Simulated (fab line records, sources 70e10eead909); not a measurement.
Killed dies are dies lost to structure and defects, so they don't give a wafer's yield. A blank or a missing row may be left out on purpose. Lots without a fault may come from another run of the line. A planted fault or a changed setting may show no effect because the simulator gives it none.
Which tool did it? | flow nand_harc | 13 lots, 39 wafers sampled, at 6 steps of a route of 1302

WHAT THE GAUGES READ, wafer by wafer
NHARC_A_ONON_D2_THK_MEAS_14: measures by ellipsometry.
lot  | measured     | on            | thk_nm (nm)
L133 | day 12 02:59 | film_metro-02 | 1004 1006 1004
L134 | day 12 18:59 | film_metro-01 | 1010 1011 1011
L135 | day 13 12:23 | film_metro-01 | 1002 1003 1004
L136 | day 13 12:25 | film_metro-01 | 1007 1007 1007
L138 | day 14 22:43 | film_metro-02 | 987 990 989
L143 | day 17 04:09 | film_metro-01 | 1006 1009 1005
L145 | day 17 13:01 | film_metro-02 | 996 997 995
L148 | day 18 06:17 | film_metro-02 | 1003 1002 1003
L149 | day 19 07:32 | film_metro-01 | 1013 1014 1015
L153 | day 20 14:08 | film_metro-02 | 1016 1016 1018
L154 | day 21 15:00 | film_metro-02 | 995 995 995
L156 | day 21 22:59 | film_metro-02 | 1004 1006 1004
L155 | day 21 23:09 | film_metro-01 | 1026 1022 1027

NHARC_A_ONON_D2_THK_MEAS_24: measures by ellipsometry.
lot  | measured     | on            | thk_nm (nm)
L133 | day 12 11:29 | film_metro-02 | 1008 1009 1008
L134 | day 13 06:53 | film_metro-02 | 1006 1005 1005
L135 | day 13 21:13 | film_metro-01 | 1006 1008 1007
L136 | day 13 21:14 | film_metro-02 | 1009 1011 1008
L138 | day 15 07:14 | film_metro-01 | 1011 1012 1012
L143 | day 17 12:40 | film_metro-01 | 994 994 997
L145 | day 17 21:26 | film_metro-02 | 993 994 994
L148 | day 18 14:49 | film_metro-02 | 1004 1003 1002
L149 | day 19 16:23 | film_metro-01 | 981 982 982
L153 | day 20 23:01 | film_metro-02 | 1004 1005 1005
L154 | day 22 01:46 | film_metro-01 | 990 990 992
L156 | day 22 07:31 | film_metro-02 | 992 989 991
L155 | day 22 07:40 | film_metro-01 | 1006 1009 1007

NHARC_A_ONON_D2_THK_MEAS_34: measures by ellipsometry.
lot  | measured     | on            | thk_nm (nm)
L133 | day 12 13:10 | film_metro-01 | 200 197 204
L134 | day 13 08:29 | film_metro-01 | 204 204 202
L135 | day 13 22:49 | film_metro-01 | 200 207 200
L136 | day 13 22:51 | film_metro-01 | 200 207 206
L138 | day 15 08:50 | film_metro-01 | 199 199 202
L143 | day 17 14:17 | film_metro-01 | 228 228 228
L145 | day 17 23:03 | film_metro-01 | 228 229 230
L148 | day 18 16:28 | film_metro-02 | 204 204 206
L149 | day 19 18:00 | film_metro-01 | 192 205 196
L153 | day 21 00:37 | film_metro-02 | 200 208 197
L154 | day 22 03:22 | film_metro-01 | 199 203 210
L156 | day 22 09:07 | film_metro-02 | 203 196 198
L155 | day 22 09:24 | film_metro-01 | 194 197 202

NHARC_A_ONON_D2_INSPECT_32.
lot  | measured     | on                | raw_defect_count
L133 | day 12 13:15 | defect_inspect-02 | 477 333 423
L134 | day 13 08:33 | defect_inspect-02 | 587 362 434
L135 | day 13 22:54 | defect_inspect-02 | 377 300 218
L136 | day 13 22:56 | defect_inspect-02 | 321 336 480
L138 | day 15 08:55 | defect_inspect-02 | 228 386 395
L143 | day 17 14:20 | defect_inspect-01 | 455 503 311
L145 | day 17 23:08 | defect_inspect-02 | 516 428 531
L148 | day 18 16:31 | defect_inspect-01 | 554 394 534
L149 | day 19 18:04 | defect_inspect-02 | 538 639 927
L153 | day 21 00:43 | defect_inspect-02 | 294 300 381
L154 | day 22 03:27 | defect_inspect-02 | 364 285 368
L156 | day 22 09:11 | defect_inspect-02 | 356 612 710
L155 | day 22 09:29 | defect_inspect-02 | 248 323 305

NHARC_END_SORT_01.
lot  | measured     | on        | killed_at_array | killed_at_other | killed_at_periphery | killed_dies | killed_open | killed_short
L133 | day 26 01:38 | prober-01 | 51 39 29        | 2 0 0           | 9 2 6               | 62 41 35    | 1 3 3       | 2 1 2
L134 | day 26 13:53 | prober-02 | 60 68 39        | 0 3 1           | 3 1 0               | 63 72 40    | 5 1 4       | 1 1 2
L135 | day 26 16:31 | prober-01 | 58 43 63        | 0 0 0           | 2 7 5               | 60 50 68    | 3 1 6       | 5 1 2
L136 | day 26 08:45 | prober-01 | 40 35 37        | 0 0 1           | 5 11 3              | 45 46 41    | 2 4 0       | 4 4 1
L138 | day 26 20:06 | prober-02 | 40 50 35        | 0 1 0           | 2 2 3               | 42 53 38    | 5 2 3       | 1 7 1
L143 | day 28 22:12 | prober-02 | 64 32 37        | 0 1 2           | 6 9 5               | 70 42 44    | 7 4 2       | 4 2 6
L145 | day 29 00:34 | prober-01 | 41 47 42        | 0 1 0           | 5 3 4               | 46 51 46    | 2 0 5       | 3 2 4
L148 | day 30 03:43 | prober-01 | 33 31 29        | 3 4 3           | 15 6 9              | 51 41 41    | 5 3 3       | 4 2 2
L149 | day 30 22:49 | prober-02 | 34 33 28        | 0 0 0           | 10 2 7              | 44 35 35    | 4 1 2       | 3 2 1
L153 | day 32 18:22 | prober-01 | 22 32 36        | 0 0 1           | 4 4 5               | 26 36 42    | 2 5 3       | 5 2 2
L154 | day 33 18:46 | prober-01 | 20 15 22        | 1 2 2           | 6 8 2               | 27 25 26    | 2 3 2       | 3 3 3
L156 | day 33 17:59 | prober-02 | 46 49 50        | 1 0 0           | 2 3 1               | 49 52 51    | 5 4 7       | 1 3 2
L155 | day 34 01:43 | prober-01 | 57 67 55        | 1 0 1           | 4 2 1               | 62 69 57    | 4 7 1       | 2 0 1

WHICH TOOL RAN EACH LOT (tool, then ch and the chambers of the sampled wafers, then the start)
lot  | NHARC_A_ONON_D2_DEP_33
L133 | pecvd-01 ch 0,1, day 12 12:46
L134 | pecvd-04 ch 0,1,2, day 13 08:07
L135 | pecvd-04 ch 0,2, day 13 22:24
L136 | pecvd-01 ch 0,1,2, day 13 22:32
L138 | pecvd-01 ch 1,2, day 15 08:28
L143 | pecvd-01 ch 0,1, day 17 13:52
L145 | pecvd-01 ch 0,1,2, day 17 22:46
L148 | pecvd-04 ch 0,2, day 18 16:07
L149 | pecvd-04 ch 1,2, day 19 17:35
L153 | pecvd-04 ch 0,1, day 21 00:13
L154 | pecvd-04 ch 0,1, day 22 02:57
L156 | pecvd-03 ch 0,1,2, day 22 08:43
L155 | pecvd-03 ch 0,2, day 22 08:59
- NHARC_A_ONON_D2_DEP_33: deposits SiO2, target thk 200 nm.

WHAT THE TOOLS THEMSELVES READ (means of the sampled wafers that have a number; where no wafer has one, the mark that the record gives instead)
NHARC_A_ONON_D2_DEP_33.
lot  | tool     | heater_power_w (W) | rf_fwd_power_W (W) | throttle_valve_pct (%)
L133 | pecvd-01 | 598                | 897.9              | 16.0
L134 | pecvd-04 | 545                | 896.3              | 15.9
L135 | pecvd-04 | 464                | 898.9              | 16.0
L136 | pecvd-01 | 591                | 897.9              | 16.0
L138 | pecvd-01 | 549                | 897.7              | 15.8
L143 | pecvd-01 | 556                | 894.9              | 16.4
L145 | pecvd-01 | 590                | 900.0              | 16.6
L148 | pecvd-04 | 515                | 897.2              | 16.2
L149 | pecvd-04 | 565                | 897.2              | 16.3
L153 | pecvd-04 | 500                | 896.8              | 15.5
L154 | pecvd-04 | 550                | 901.6              | 15.9
L156 | pecvd-03 | 564                | 898.6              | 15.6
L155 | pecvd-03 | 595                | 896.7              | 15.6

THE ANSWER, worked out from the rows above alone
Rule: what is usual is taken from the lots themselves. Put in order of their means at a reading, lots are off if they are a third of the lots or fewer, leave a main group of 4 or more, and stand apart from it by a gap of 3 or more times the standard deviation of the main group's means; of several such gaps the widest counts. A main group whose means are all the same, to the digits that the tables above print for the reading, isn't used. A lot without any number at a reading at which 4 lots or more have one is off too. The other lots that the step has rows for count as sound. The gauges are gone through in route order, then the tools' own readings, and for those a lot's mean is taken as printed above. The first step at which some lot is off is used, and at that step the reading that is off furthest; a lot without a number counts as furthest.
Off: L143, L145, at NHARC_A_ONON_D2_THK_MEAS_34 (thk_nm). The main group: mean 201 nm, standard deviation 2.5.
A tool fits if, at a process step before that reading, it ran every lot that is off, and no sound lot after the first of them. The gauges at NHARC_A_ONON_D2_THK_MEAS_34 are tried like those tools. One fits: pecvd-01 at NHARC_A_ONON_D2_DEP_33. Its last sound lot is L138 (day 15 08:28), its first lot that is off L143 (day 17 13:52): a fault that began between those two fits.

WHAT THE SIMULATOR HAD PUT IN
Process parameter drift: pecvd-01, from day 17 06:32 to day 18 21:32, at NHARC_A_ONON_D2_DEP_33. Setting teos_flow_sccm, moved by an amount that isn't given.
Lots struck among those shown: L143, L145. The rule above found the same.
